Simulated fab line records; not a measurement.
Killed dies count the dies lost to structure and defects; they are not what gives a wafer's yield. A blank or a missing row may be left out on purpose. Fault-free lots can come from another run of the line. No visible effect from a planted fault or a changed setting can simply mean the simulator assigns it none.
Matching of chambers | flow nand harc | NHARC_P_CONTACT_CMP_01 on cmp-04: 4 sister chambers
The step polishes SiO2, target thk 200 nm. 7 wafers are shown with their chamber, then 8 later ones without.

## EACH WAFER AND ITS CHAMBER
wafer  | chamber | motor current A (A) | slurry filter dp kPa (kPa)
L082.4 | 0       | 12.0                | 13.65
L085.2 | 1       | 12.8                | 13.39
L086.1 | 3       | 10.9                | 13.61
L086.5 | 1       | 13.2                | 13.63
L087.5 | 2       | 12.0                | 13.26
L087.6 | 3       | 10.6                | 13.35
L089.2 | 2       | 12.1                | 13.45

## WAFERS WHOSE CHAMBER IS MISSING
wafer  | motor current A (A) | slurry filter dp kPa (kPa)
L089.4 | 10.6                | 13.46
L089.5 | 10.8                | 13.60
L092.1 | 12.2                | 13.69
L092.4 | 10.9                | 13.62
L092.6 | 12.8                | 13.45
L095.3 | 10.9                | 13.36
L095.4 | 11.8                | 13.67
L095.5 | 11.6                | 13.59

## CHAMBER TAKEN BY EACH
wafer  | from the rows above     | in truth
L089.4 | 3                       | 3
L089.5 | 3                       | 3
L092.1 | can't be placed: 0 or 2 | 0
L092.4 | 3                       | 3
L092.6 | 1                       | 1
L095.3 | 3                       | 3
L095.4 | can't be placed: 0 or 2 | 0
L095.5 | can't be placed: 0 or 2 | 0
Placed correctly: 5 of 8. Cannot be placed on the basis of these rows: 3; the candidates contain the true chamber in 3. Number placed wrongly: 0.
How it was worked out, from the rows above alone: a wafer's distance from a chamber is the root of the sum, over the readings, of the square of ((its reading less the chamber's mean) divided by the reading's scatter). If the next closest chamber is less than 2 further off than the closest, the wafer can't be placed; otherwise it belongs to the closest. For every chamber, the mean is computed from those of its wafers that are shown. The scatter is the square root of a quotient: the sum, over the shown wafers, of each reading's squared deviation from its chamber's mean, divided by wafers minus chambers.
